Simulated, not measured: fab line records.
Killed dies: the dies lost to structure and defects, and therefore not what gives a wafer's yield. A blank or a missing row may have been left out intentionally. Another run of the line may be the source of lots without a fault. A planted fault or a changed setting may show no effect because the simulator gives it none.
Matching of chambers    flow n5Finfet    N5_BEOL_M6_STRIP_67 on rieDiel-03 has 4 sister chambers
The step strips in CF4. 14 wafers are shown with their chamber, then 7 later ones without.

## EACH WAFER AND ITS CHAMBER
wafer   chamber  drypumpMotorCurrentA (A)  showerheadPlenumPTorr (Torr)  oesProductAu (a.u.)
L815.2  1        4.9                       1.89                          0.83
L815.5  3        6.2                       1.78                          0.72
L815.6  0        5.2                       1.78                          0.71
L816.2  0        5.2                       1.78                          0.71
L816.3  3        6.3                       1.78                          0.71
L816.6  0        5.2                       1.78                          0.71
L821.1  0        5.2                       1.78                          0.70
L821.4  2        6.5                       1.84                          0.97
L821.5  2        6.5                       1.83                          0.96
L823.4  1        4.9                       1.89                          0.82
L823.5  3        6.3                       1.78                          0.71
L823.6  2        6.5                       1.83                          0.92
L828.1  0        5.2                       1.77                          0.69
L828.4  3        6.3                       1.77                          0.71

SIGNATURES (means of the wafers above)
reading                chamber 0  chamber 1  chamber 2  chamber 3  scatter within a chamber
drypumpMotorCurrentA   5.200      4.900      6.500      6.275      0.0274
showerheadPlenumPTorr  1.7780     1.8900     1.8333     1.7775     0.00471
oesProductAu           0.7040     0.8250     0.9500     0.7125     0.0136
Rule: a wafer's distance from a chamber is the root of the sum, over the readings, of the square of ((its reading less the chamber's mean) divided by the reading's scatter). If the next closest chamber is less than 2 further off than the closest, the wafer can't be placed; otherwise it belongs to the closest. How the scatter is found: for the shown wafers, subtract from each reading the mean of its chamber, square and add these, divide the total by (wafers less chambers), then take the root.

## WAFERS WITHOUT THEIR CHAMBER
wafer   drypumpMotorCurrentA (A)  showerheadPlenumPTorr (Torr)  oesProductAu (a.u.)
L828.6  4.9                       1.88                          0.80
L835.2  6.5                       1.82                          0.87
L835.3  4.9                       1.88                          0.80
L835.5  4.9                       1.88                          0.80
L834.1  5.2                       1.77                          0.69
L834.2  4.9                       1.88                          0.79
L834.4  6.5                       1.82                          0.87

## WHICH CHAMBER EACH ONE RAN IN
wafer   from the rows above  in truth
L828.6  1                    1
L835.2  2                    2
L835.3  1                    1
L835.5  1                    1
L834.1  0                    0
L834.2  1                    1
L834.4  2                    2
Correct placement for 7 of the 7. Number that these rows cannot place: 0. Number placed wrongly: 0.
